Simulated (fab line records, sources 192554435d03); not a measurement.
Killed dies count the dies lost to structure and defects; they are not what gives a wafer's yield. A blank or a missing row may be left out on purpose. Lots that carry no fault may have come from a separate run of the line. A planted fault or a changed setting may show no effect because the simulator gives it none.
fab line records / flow n5_finfet / part 2 of 2: steps 24 to 31 of 31
record: lots: 5 wafers: 15 last_day: 19
route steps=1938 shown BEOL_M2@851
lots with no fault: from the same line, run without faults
start_h: start of the lot's first displayed wafer, in hours after the record's first day / wait_h: time in hours since the lot's previous step / " same as the row above / L1.1+2: several wafers, shown together as one row / - no value, or no start given / * or withheld: withheld / < > ~ a bound
route shown NAME@n: names a module that has steps shown in the file, with the first one's number in the route / usual: mean/standard deviation taken from wafers without a fault / same: alike in all rows / chamber/n: place in a boat / sites: per-site readings / _std_site: standard deviation of those values / _edge_site: the outer-site mean with the inner-site mean subtracted / radius_mm: how far each site lies from the wafer's centre / mask NAME#n: copy n / behind: the tool/chamber that last shaped the wafer / hold: why the lot went on hold/how many hours it stayed there/how the hold came to an end / device: which transistor (n, p or np) failed to switch / end of line: tests of these same wafers at the route's end / a step with no rows: only its recipe / killed: count of dies lost to structure and defects at first sort (not the wafer's yield) / map: a wafer's dies, marking killed ones x, the rest . and places with no die _
set.NAME: the run value of the setting; set.NAME@STEP: its run value at that earlier step / model.NAME: the simulator's own value behind a step, which no gauge read
lots at selected steps of the route; one table per step, one row per wafer
services: a tool's chamber out of use, with start hour (start_h, from the record's first day; less than 0 if before it), hours out, and reason
== steps ==
step: N5_BEOL_M2_PEB_26
recipe: peb_temp_c: 100 peb_time_s: 60 resist: CAR-EUV
lot.wafer=L077.2+3+6 tool=litho_track-05 chamber=0 start_h=150.13 wait_h=0.1
lot.wafer=L081.2+5+6 tool=litho_track-01 chamber=0 start_h=193.89 wait_h=0.1
lot.wafer=L085.1+5+6 tool=litho_track-02 chamber=0 start_h=212.07 wait_h=0.1
lot.wafer=L089.1+4+5 tool=litho_track-02 chamber=0 start_h=232.15 wait_h=0.1
lot.wafer=L093.2+3+5 tool=litho_track-05 chamber=0 start_h=251.25 wait_h=0.1
step: N5_BEOL_M2_DEVELOP_27
recipe: develop_time_s: 30 developer: TMAH resist: CAR-EUV rinse_liquid: surfactant_rinse dry: air_spin dev_temp_c: 23
same: develop_time_s: 30
lot.wafer=L077.2+3+6 tool=litho_track-05 chamber=0 start_h=- wait_h=-
lot.wafer=L081.2+5+6 tool=litho_track-01 chamber=0 start_h=- wait_h=-
lot.wafer=L085.1+5+6 tool=litho_track-02 chamber=0 start_h=- wait_h=-
lot.wafer=L089.1+4+5 tool=litho_track-02 chamber=0 start_h=- wait_h=-
lot.wafer=L093.2+3+5 tool=litho_track-05 chamber=0 start_h=- wait_h=-
step: N5_BEOL_M2_CD_MEAS_28
recipe: target_cd_nm: 26.2 landing_energy_ev: 500 detector: se_inlens target_cd_y_nm: 24.1 polarity: opening
usual: cd_nm: 26.12/0.23
lot.wafer=L077.2 tool=cd_sem-03 chamber=0 start_h=150.20 wait_h=- cd_nm=26.23
lot.wafer=L077.3 tool=cd_sem-03 chamber=0 start_h=150.20 wait_h=- cd_nm=26.23
lot.wafer=L077.6 tool=cd_sem-03 chamber=0 start_h=150.20 wait_h=- cd_nm=26.41
lot.wafer=L081.2 tool=cd_sem-01 chamber=0 start_h=193.96 wait_h=- cd_nm=26.05
lot.wafer=L081.5 tool=cd_sem-01 chamber=0 start_h=193.96 wait_h=- cd_nm=25.96
lot.wafer=L081.6 tool=cd_sem-01 chamber=0 start_h=193.96 wait_h=- cd_nm=25.78
lot.wafer=L085.1 tool=cd_sem-01 chamber=0 start_h=212.13 wait_h=- cd_nm=26.32
lot.wafer=L085.5 tool=cd_sem-01 chamber=0 start_h=212.13 wait_h=- cd_nm=26.27
lot.wafer=L085.6 tool=cd_sem-01 chamber=0 start_h=212.13 wait_h=- cd_nm=26.28
lot.wafer=L089.1 tool=cd_sem-03 chamber=0 start_h=232.22 wait_h=- cd_nm=25.93
lot.wafer=L089.4 tool=cd_sem-03 chamber=0 start_h=232.22 wait_h=- cd_nm=25.69
lot.wafer=L089.5 tool=cd_sem-03 chamber=0 start_h=232.22 wait_h=- cd_nm=26.28
lot.wafer=L093.2 tool=cd_sem-03 chamber=0 start_h=251.32 wait_h=- cd_nm=25.84
lot.wafer=L093.3 tool=cd_sem-03 chamber=0 start_h=251.32 wait_h=- cd_nm=26.31
lot.wafer=L093.5 tool=cd_sem-03 chamber=0 start_h=251.32 wait_h=- cd_nm=25.98
step: N5_BEOL_M2_OVL_MEAS_29
recipe: points_per_wafer: 522
usual: V1_OVL: 0.1/0.59
lot.wafer=L077.2 tool=overlay-02 chamber=0 start_h=150.23 wait_h=0.0 V1_OVL[nm]=0.2
lot.wafer=L077.3 tool=overlay-02 chamber=0 start_h=150.23 wait_h=0.0 V1_OVL[nm]=0.3
lot.wafer=L077.6 tool=overlay-02 chamber=0 start_h=150.23 wait_h=0.0 V1_OVL[nm]=0.2
lot.wafer=L081.2 tool=overlay-01 chamber=0 start_h=193.99 wait_h=0.0 V1_OVL[nm]=0.1
lot.wafer=L081.5 tool=overlay-01 chamber=0 start_h=193.99 wait_h=0.0 V1_OVL[nm]=0.4
lot.wafer=L081.6 tool=overlay-01 chamber=0 start_h=193.99 wait_h=0.0 V1_OVL[nm]=1.1
lot.wafer=L085.1 tool=overlay-02 chamber=0 start_h=212.17 wait_h=0.0 V1_OVL[nm]=-0.2
lot.wafer=L085.5 tool=overlay-02 chamber=0 start_h=212.17 wait_h=0.0 V1_OVL[nm]=0.5
lot.wafer=L085.6 tool=overlay-02 chamber=0 start_h=212.17 wait_h=0.0 V1_OVL[nm]=0.1
lot.wafer=L089.1 tool=overlay-01 chamber=0 start_h=232.25 wait_h=0.0 V1_OVL[nm]=0.1
lot.wafer=L089.4 tool=overlay-01 chamber=0 start_h=232.25 wait_h=0.0 V1_OVL[nm]=-0.1
lot.wafer=L089.5 tool=overlay-01 chamber=0 start_h=232.25 wait_h=0.0 V1_OVL[nm]=-0.1
lot.wafer=L093.2 tool=overlay-01 chamber=0 start_h=251.36 wait_h=0.0 V1_OVL[nm]=-0.7
lot.wafer=L093.3 tool=overlay-01 chamber=0 start_h=251.36 wait_h=0.0 V1_OVL[nm]=-0.6
lot.wafer=L093.5 tool=overlay-01 chamber=0 start_h=251.36 wait_h=0.0 V1_OVL[nm]=-0.2
step: N5_BEOL_M2_INSPECT_30
recipe: mode: adi inspect_instrument: brightfield
usual: raw_defect_count: 417/94
lot.wafer=L077.2 tool=defect_inspect-02 chamber=- start_h=150.29 wait_h=0.0 raw_defect_count=674
lot.wafer=L077.3 tool=defect_inspect-02 chamber=- start_h=150.29 wait_h=0.0 raw_defect_count=438
lot.wafer=L077.6 tool=defect_inspect-02 chamber=- start_h=150.29 wait_h=0.0 raw_defect_count=417
lot.wafer=L081.2 tool=defect_inspect-02 chamber=- start_h=194.04 wait_h=0.0 raw_defect_count=295
lot.wafer=L081.5 tool=defect_inspect-02 chamber=- start_h=194.04 wait_h=0.0 raw_defect_count=356
lot.wafer=L081.6 tool=defect_inspect-02 chamber=- start_h=194.04 wait_h=0.0 raw_defect_count=354
lot.wafer=L085.1 tool=defect_inspect-01 chamber=- start_h=212.22 wait_h=0.1 raw_defect_count=420
lot.wafer=L085.5 tool=defect_inspect-01 chamber=- start_h=212.22 wait_h=0.1 raw_defect_count=449
lot.wafer=L085.6 tool=defect_inspect-01 chamber=- start_h=212.22 wait_h=0.1 raw_defect_count=751
lot.wafer=L089.1 tool=defect_inspect-01 chamber=- start_h=232.30 wait_h=0.1 raw_defect_count=250
lot.wafer=L089.4 tool=defect_inspect-01 chamber=- start_h=232.30 wait_h=0.1 raw_defect_count=389
lot.wafer=L089.5 tool=defect_inspect-01 chamber=- start_h=232.30 wait_h=0.1 raw_defect_count=233
lot.wafer=L093.2 tool=defect_inspect-02 chamber=- start_h=251.41 wait_h=0.0 raw_defect_count=367
lot.wafer=L093.3 tool=defect_inspect-02 chamber=- start_h=251.41 wait_h=0.0 raw_defect_count=405
lot.wafer=L093.5 tool=defect_inspect-02 chamber=- start_h=251.41 wait_h=0.0 raw_defect_count=454
step: N5_BEOL_M2_DESCUM_33
recipe: chemistry: O2 time_s: 7 source_power_w: 50 bias_power_w: 20 pressure_mtorr: 20 rf_frequency_hz: 2.712e+07 temp_c: 40 resist: CAR-EUV o2_flow_sccm: 225
usual: drypump_motor_current_A: 5.8/0.48 oes_product_au: 0.77/0.097 rf_vpp_V: 242.7/1.4 showerhead_plenum_p_Torr: 2.08/0.074 temp_c: 40.00/0.11 throttle_valve_pct: 20.5/0.33
lot.wafer=L077.2 tool=rie_diel-01 chamber=1 start_h=150.32 wait_h=0.0 drypump_motor_current_A=5.8 oes_product_au=0.93 rf_hours_counter_h=16 rf_vpp_V=240.9 showerhead_plenum_p_Torr=2.05 temp_c=40.00 throttle_valve_pct=20.4
lot.wafer=L077.3 tool=rie_diel-01 chamber=3 start_h=150.32 wait_h=0.0 drypump_motor_current_A=5.9 oes_product_au=0.96 rf_hours_counter_h=23 rf_vpp_V=242.1 showerhead_plenum_p_Torr=2.06 temp_c=39.98 throttle_valve_pct=20.0
lot.wafer=L077.6 tool=rie_diel-01 chamber=2 start_h=150.32 wait_h=0.0 drypump_motor_current_A=6.5 oes_product_au=0.76 rf_hours_counter_h=- rf_vpp_V=240.9 showerhead_plenum_p_Torr=2.02 temp_c=40.08 throttle_valve_pct=20.9
lot.wafer=L081.2 tool=rie_diel-04 chamber=1 start_h=194.36 wait_h=0.3 drypump_motor_current_A=6.4 oes_product_au=0.95 rf_hours_counter_h=5 rf_vpp_V=244.1 showerhead_plenum_p_Torr=2.14 temp_c=40.00 throttle_valve_pct=20.1
lot.wafer=L081.5 tool=rie_diel-04 chamber=1 start_h=194.36 wait_h=0.3 drypump_motor_current_A=6.4 oes_product_au=0.94 rf_hours_counter_h=- rf_vpp_V=243.1 showerhead_plenum_p_Torr=2.14 temp_c=39.97 throttle_valve_pct=20.1
lot.wafer=L081.6 tool=rie_diel-04 chamber=0 start_h=194.36 wait_h=0.3 drypump_motor_current_A=6.0 oes_product_au=0.74 rf_hours_counter_h=- rf_vpp_V=242.9 showerhead_plenum_p_Torr=2.11 temp_c=40.14 throttle_valve_pct=20.9
lot.wafer=L085.1 tool=rie_diel-03 chamber=0 start_h=212.26 wait_h=0.0 drypump_motor_current_A=5.7 oes_product_au=0.67 rf_hours_counter_h=238 rf_vpp_V=241.3 showerhead_plenum_p_Torr=1.99 temp_c=39.97 throttle_valve_pct=20.5
lot.wafer=L085.5 tool=rie_diel-03 chamber=0 start_h=212.26 wait_h=0.0 drypump_motor_current_A=5.7 oes_product_au=0.67 rf_hours_counter_h=- rf_vpp_V=240.5 showerhead_plenum_p_Torr=1.99 temp_c=39.90 throttle_valve_pct=20.5
lot.wafer=L085.6 tool=rie_diel-03 chamber=1 start_h=212.26 wait_h=0.0 drypump_motor_current_A=5.2 oes_product_au=0.97 rf_hours_counter_h=- rf_vpp_V=245.2 showerhead_plenum_p_Torr=2.15 temp_c=39.86 throttle_valve_pct=20.0
lot.wafer=L089.1 tool=rie_diel-04 chamber=0 start_h=232.34 wait_h=0.0 drypump_motor_current_A=6.0 oes_product_au=0.73 rf_hours_counter_h=154 rf_vpp_V=242.7 showerhead_plenum_p_Torr=2.10 temp_c=40.34 throttle_valve_pct=20.9
lot.wafer=L089.4 tool=rie_diel-04 chamber=1 start_h=232.34 wait_h=0.0 drypump_motor_current_A=6.4 oes_product_au=0.90 rf_hours_counter_h=- rf_vpp_V=242.7 showerhead_plenum_p_Torr=2.14 temp_c=39.87 throttle_valve_pct=20.1
lot.wafer=L089.5 tool=rie_diel-04 chamber=0 start_h=232.34 wait_h=0.0 drypump_motor_current_A=6.0 oes_product_au=0.73 rf_hours_counter_h=- rf_vpp_V=243.0 showerhead_plenum_p_Torr=2.10 temp_c=40.10 throttle_valve_pct=20.9
lot.wafer=L093.2 tool=rie_diel-03 chamber=2 start_h=251.59 wait_h=0.2 drypump_motor_current_A=5.3 oes_product_au=0.74 rf_hours_counter_h=154 rf_vpp_V=242.0 showerhead_plenum_p_Torr=2.01 temp_c=40.04 throttle_valve_pct=20.2
lot.wafer=L093.3 tool=rie_diel-03 chamber=3 start_h=251.59 wait_h=0.2 drypump_motor_current_A=6.5 oes_product_au=0.69 rf_hours_counter_h=234 rf_vpp_V=244.1 showerhead_plenum_p_Torr=2.15 temp_c=40.03 throttle_valve_pct=20.6
lot.wafer=L093.5 tool=rie_diel-03 chamber=1 start_h=251.59 wait_h=0.2 drypump_motor_current_A=5.2 oes_product_au=0.90 rf_hours_counter_h=- rf_vpp_V=241.9 showerhead_plenum_p_Torr=2.14 temp_c=39.98 throttle_valve_pct=20.0
step: N5_BEOL_M2_ETCH_77
recipe: chemistry: N2/H2 target: underlayer target_depth_a: 65 mask_material: CAR-EUV time_s: 5.2 ion_energy_ev: 200 pressure_mtorr: 30 source_w: 840 bias_w: 150 n2_flow_sccm: 200 h2_flow_sccm: 200 ends: cleared
usual: drypump_motor_current_A: 5.8/0.48 etch_rf_on_time_s: 5.27/0.088 oes_product_au: 0.66/0.08 rf_vpp_V: 523.0/2.9 showerhead_plenum_p_Torr: 2.51/0.095 throttle_valve_pct: 17.9/0.32
lot.wafer=L077.2 tool=rie_diel-01 chamber=1 start_h=150.36 wait_h=0.0 drypump_motor_current_A=5.7 etch_rf_on_time_s=5.11 oes_product_au=0.78 rf_hours_counter_h=16 rf_vpp_V=521.1 showerhead_plenum_p_Torr=2.49 throttle_valve_pct=17.8
lot.wafer=L077.3 tool=rie_diel-01 chamber=3 start_h=150.36 wait_h=0.0 drypump_motor_current_A=6.0 etch_rf_on_time_s=5.07 oes_product_au=0.80 rf_hours_counter_h=23 rf_vpp_V=521.4 showerhead_plenum_p_Torr=2.47 throttle_valve_pct=17.2
lot.wafer=L077.6 tool=rie_diel-01 chamber=2 start_h=150.36 wait_h=0.0 drypump_motor_current_A=6.5 etch_rf_on_time_s=5.22 oes_product_au=0.66 rf_hours_counter_h=- rf_vpp_V=520.4 showerhead_plenum_p_Torr=2.44 throttle_valve_pct=18.3
lot.wafer=L081.2 tool=rie_diel-04 chamber=1 start_h=194.39 wait_h=0.0 drypump_motor_current_A=6.4 etch_rf_on_time_s=5.24 oes_product_au=0.80 rf_hours_counter_h=5 rf_vpp_V=526.5 showerhead_plenum_p_Torr=2.61 throttle_valve_pct=17.6
lot.wafer=L081.5 tool=rie_diel-04 chamber=1 start_h=194.39 wait_h=0.0 drypump_motor_current_A=6.4 etch_rf_on_time_s=5.26 oes_product_au=0.81 rf_hours_counter_h=- rf_vpp_V=523.9 showerhead_plenum_p_Torr=2.61 throttle_valve_pct=17.6
lot.wafer=L081.6 tool=rie_diel-04 chamber=0 start_h=194.39 wait_h=0.0 drypump_motor_current_A=6.0 etch_rf_on_time_s=5.33 oes_product_au=0.64 rf_hours_counter_h=- rf_vpp_V=524.9 showerhead_plenum_p_Torr=2.55 throttle_valve_pct=18.3
lot.wafer=L085.1 tool=rie_diel-03 chamber=0 start_h=212.29 wait_h=0.0 drypump_motor_current_A=5.6 etch_rf_on_time_s=5.39 oes_product_au=0.57 rf_hours_counter_h=238 rf_vpp_V=522.7 showerhead_plenum_p_Torr=2.42 throttle_valve_pct=18.0
lot.wafer=L085.5 tool=rie_diel-03 chamber=1 start_h=212.29 wait_h=0.0 drypump_motor_current_A=5.2 etch_rf_on_time_s=5.26 oes_product_au=0.82 rf_hours_counter_h=- rf_vpp_V=524.4 showerhead_plenum_p_Torr=2.61 throttle_valve_pct=17.5
lot.wafer=L085.6 tool=rie_diel-03 chamber=2 start_h=212.29 wait_h=0.0 drypump_motor_current_A=5.3 etch_rf_on_time_s=5.23 oes_product_au=0.66 rf_hours_counter_h=- rf_vpp_V=524.4 showerhead_plenum_p_Torr=2.44 throttle_valve_pct=17.6
lot.wafer=L089.1 tool=rie_diel-04 chamber=0 start_h=232.37 wait_h=0.0 drypump_motor_current_A=6.0 etch_rf_on_time_s=5.29 oes_product_au=0.63 rf_hours_counter_h=154 rf_vpp_V=525.4 showerhead_plenum_p_Torr=2.54 throttle_valve_pct=18.3
lot.wafer=L089.4 tool=rie_diel-04 chamber=1 start_h=232.37 wait_h=0.0 drypump_motor_current_A=6.4 etch_rf_on_time_s=5.29 oes_product_au=0.76 rf_hours_counter_h=- rf_vpp_V=524.4 showerhead_plenum_p_Torr=2.60 throttle_valve_pct=17.6
lot.wafer=L089.5 tool=rie_diel-04 chamber=0 start_h=232.37 wait_h=0.0 drypump_motor_current_A=6.0 etch_rf_on_time_s=5.27 oes_product_au=0.63 rf_hours_counter_h=- rf_vpp_V=522.4 showerhead_plenum_p_Torr=2.54 throttle_valve_pct=18.3
lot.wafer=L093.2 tool=rie_diel-03 chamber=2 start_h=251.62 wait_h=0.0 drypump_motor_current_A=5.3 etch_rf_on_time_s=5.33 oes_product_au=0.62 rf_hours_counter_h=154 rf_vpp_V=521.0 showerhead_plenum_p_Torr=2.43 throttle_valve_pct=17.6
lot.wafer=L093.3 tool=rie_diel-03 chamber=3 start_h=251.62 wait_h=0.0 drypump_motor_current_A=6.5 etch_rf_on_time_s=5.49 oes_product_au=0.59 rf_hours_counter_h=234 rf_vpp_V=525.8 showerhead_plenum_p_Torr=2.62 throttle_valve_pct=18.1
lot.wafer=L093.5 tool=rie_diel-03 chamber=1 start_h=251.62 wait_h=0.0 drypump_motor_current_A=5.2 etch_rf_on_time_s=5.34 oes_product_au=0.76 rf_hours_counter_h=- rf_vpp_V=525.4 showerhead_plenum_p_Torr=2.60 throttle_valve_pct=17.5
step: N5_BEOL_M2_ETCH_69
recipe: chemistry: CF4 target: SiARC target_depth_a: 156 mask_material: CAR-EUV time_s: 26 ion_energy_ev: 80 pressure_mtorr: 40 source_w: 545 bias_w: 36 Ar_flow_sccm: 100 cf4_flow_sccm: 100 ends: cleared
usual: drypump_motor_current_A: 5.8/0.48 etch_rf_on_time_s: 26.5/0.39 oes_product_au: 0.66/0.08 rf_vpp_V: 183.9/1.3 showerhead_plenum_p_Torr: 2.12/0.072 throttle_valve_pct: 15.6/0.32
lot.wafer=L077.2 tool=rie_diel-01 chamber=1 start_h=150.37 wait_h=0.0 drypump_motor_current_A=5.8 etch_rf_on_time_s=26.0 oes_product_au=0.78 rf_hours_counter_h=16 rf_vpp_V=183.4 showerhead_plenum_p_Torr=2.09 throttle_valve_pct=15.5
lot.wafer=L077.3 tool=rie_diel-01 chamber=3 start_h=150.37 wait_h=0.0 drypump_motor_current_A=5.9 etch_rf_on_time_s=25.5 oes_product_au=0.81 rf_hours_counter_h=23 rf_vpp_V=183.0 showerhead_plenum_p_Torr=2.10 throttle_valve_pct=15.1
lot.wafer=L077.6 tool=rie_diel-01 chamber=2 start_h=150.37 wait_h=0.0 drypump_motor_current_A=6.6 etch_rf_on_time_s=26.6 oes_product_au=0.64 rf_hours_counter_h=- rf_vpp_V=183.9 showerhead_plenum_p_Torr=2.06 throttle_valve_pct=16.0
lot.wafer=L081.2 tool=rie_diel-04 chamber=1 start_h=194.41 wait_h=0.0 drypump_motor_current_A=6.4 etch_rf_on_time_s=26.4 oes_product_au=0.80 rf_hours_counter_h=5 rf_vpp_V=185.0 showerhead_plenum_p_Torr=2.18 throttle_valve_pct=15.1
lot.wafer=L081.5 tool=rie_diel-04 chamber=1 start_h=194.41 wait_h=0.0 drypump_motor_current_A=6.4 etch_rf_on_time_s=26.3 oes_product_au=0.80 rf_hours_counter_h=- rf_vpp_V=185.2 showerhead_plenum_p_Torr=2.18 throttle_valve_pct=15.1
lot.wafer=L081.6 tool=rie_diel-04 chamber=0 start_h=194.41 wait_h=0.0 drypump_motor_current_A=6.0 etch_rf_on_time_s=26.0 oes_product_au=0.64 rf_hours_counter_h=- rf_vpp_V=184.5 showerhead_plenum_p_Torr=2.15 throttle_valve_pct=16.0
lot.wafer=L085.1 tool=rie_diel-03 chamber=0 start_h=212.31 wait_h=0.0 drypump_motor_current_A=5.6 etch_rf_on_time_s=26.6 oes_product_au=0.58 rf_hours_counter_h=238 rf_vpp_V=183.4 showerhead_plenum_p_Torr=2.03 throttle_valve_pct=15.7
lot.wafer=L085.5 tool=rie_diel-03 chamber=1 start_h=212.31 wait_h=0.0 drypump_motor_current_A=5.2 etch_rf_on_time_s=26.2 oes_product_au=0.83 rf_hours_counter_h=- rf_vpp_V=184.2 showerhead_plenum_p_Torr=2.19 throttle_valve_pct=15.1
lot.wafer=L085.6 tool=rie_diel-03 chamber=2 start_h=212.31 wait_h=0.0 drypump_motor_current_A=5.3 etch_rf_on_time_s=26.0 oes_product_au=0.65 rf_hours_counter_h=- rf_vpp_V=182.1 showerhead_plenum_p_Torr=2.06 throttle_valve_pct=15.3
lot.wafer=L089.1 tool=rie_diel-04 chamber=0 start_h=232.39 wait_h=0.0 drypump_motor_current_A=6.0 etch_rf_on_time_s=26.5 oes_product_au=0.63 rf_hours_counter_h=154 rf_vpp_V=184.0 showerhead_plenum_p_Torr=2.14 throttle_valve_pct=16.0
lot.wafer=L089.4 tool=rie_diel-04 chamber=1 start_h=232.39 wait_h=0.0 drypump_motor_current_A=6.4 etch_rf_on_time_s=26.7 oes_product_au=0.76 rf_hours_counter_h=- rf_vpp_V=184.9 showerhead_plenum_p_Torr=2.18 throttle_valve_pct=15.2
lot.wafer=L089.5 tool=rie_diel-04 chamber=0 start_h=232.39 wait_h=0.0 drypump_motor_current_A=6.0 etch_rf_on_time_s=26.4 oes_product_au=0.62 rf_hours_counter_h=- rf_vpp_V=183.6 showerhead_plenum_p_Torr=2.14 throttle_valve_pct=16.0
lot.wafer=L093.2 tool=rie_diel-03 chamber=2 start_h=251.64 wait_h=0.0 drypump_motor_current_A=5.3 etch_rf_on_time_s=26.1 oes_product_au=0.63 rf_hours_counter_h=154 rf_vpp_V=182.8 showerhead_plenum_p_Torr=2.05 throttle_valve_pct=15.4
lot.wafer=L093.3 tool=rie_diel-03 chamber=3 start_h=251.64 wait_h=0.0 drypump_motor_current_A=6.5 etch_rf_on_time_s=26.6 oes_product_au=0.59 rf_hours_counter_h=234 rf_vpp_V=185.5 showerhead_plenum_p_Torr=2.19 throttle_valve_pct=15.7
lot.wafer=L093.5 tool=rie_diel-03 chamber=1 start_h=251.64 wait_h=0.0 drypump_motor_current_A=5.2 etch_rf_on_time_s=26.6 oes_product_au=0.77 rf_hours_counter_h=- rf_vpp_V=185.1 showerhead_plenum_p_Torr=2.18 throttle_valve_pct=15.2
== services ==
tool=rie_diel-04 chamber=1 start_h=156.64 hours=- kind=clean
tool=rie_diel-04 chamber=1 start_h=156.64 hours=- kind=consumable_replace:focus_ring
tool=rie_diel-04 chamber=1 start_h=156.64 hours=21.8 kind=scheduled_down
tool=rie_diel-04 chamber=1 start_h=156.64 hours=21.8 kind=vent_cycle
tool=euv_scanner-01 chamber=- start_h=156.98 hours=1.0 kind=pm
tool=euv_scanner-01 chamber=- start_h=158.40 hours=4.6 kind=pm
tool=rie_diel-04 chamber=0 start_h=159.67 hours=9.2 kind=repair
tool=rie_diel-04 chamber=3 start_h=166.89 hours=6.3 kind=repair
tool=euv_scanner-02 chamber=- start_h=175.68 hours=1.0 kind=pm
tool=rie_diel-03 chamber=1 start_h=182.04 hours=- kind=clean
tool=euv_scanner-01 chamber=- start_h=192.34 hours=1.8 kind=repair
tool=rie_diel-01 chamber=2 start_h=196.01 hours=16.2 kind=repair
tool=rie_metal-02 chamber=- start_h=204.92 hours=0.7 kind=repair
tool=euv_scanner-01 chamber=- start_h=213.13 hours=1.0 kind=pm
tool=rie_diel-04 chamber=3 start_h=217.41 hours=- kind=clean
tool=rie_diel-04 chamber=3 start_h=217.41 hours=- kind=consumable_replace:focus_ring
tool=rie_diel-04 chamber=3 start_h=217.41 hours=- kind=consumable_replace:showerhead
tool=rie_diel-04 chamber=3 start_h=217.41 hours=30.8 kind=scheduled_down
tool=rie_diel-04 chamber=3 start_h=217.41 hours=30.8 kind=vent_cycle
tool=rie_metal-02 chamber=- start_h=224.20 hours=0.5 kind=repair
tool=euv_scanner-02 chamber=- start_h=225.53 hours=0.8 kind=repair
tool=euv_scanner-02 chamber=- start_h=231.29 hours=4.6 kind=pm
tool=rie_diel-01 chamber=0 start_h=236.26 hours=2.0 kind=repair
tool=rie_diel-01 chamber=1 start_h=242.72 hours=9.3 kind=repair
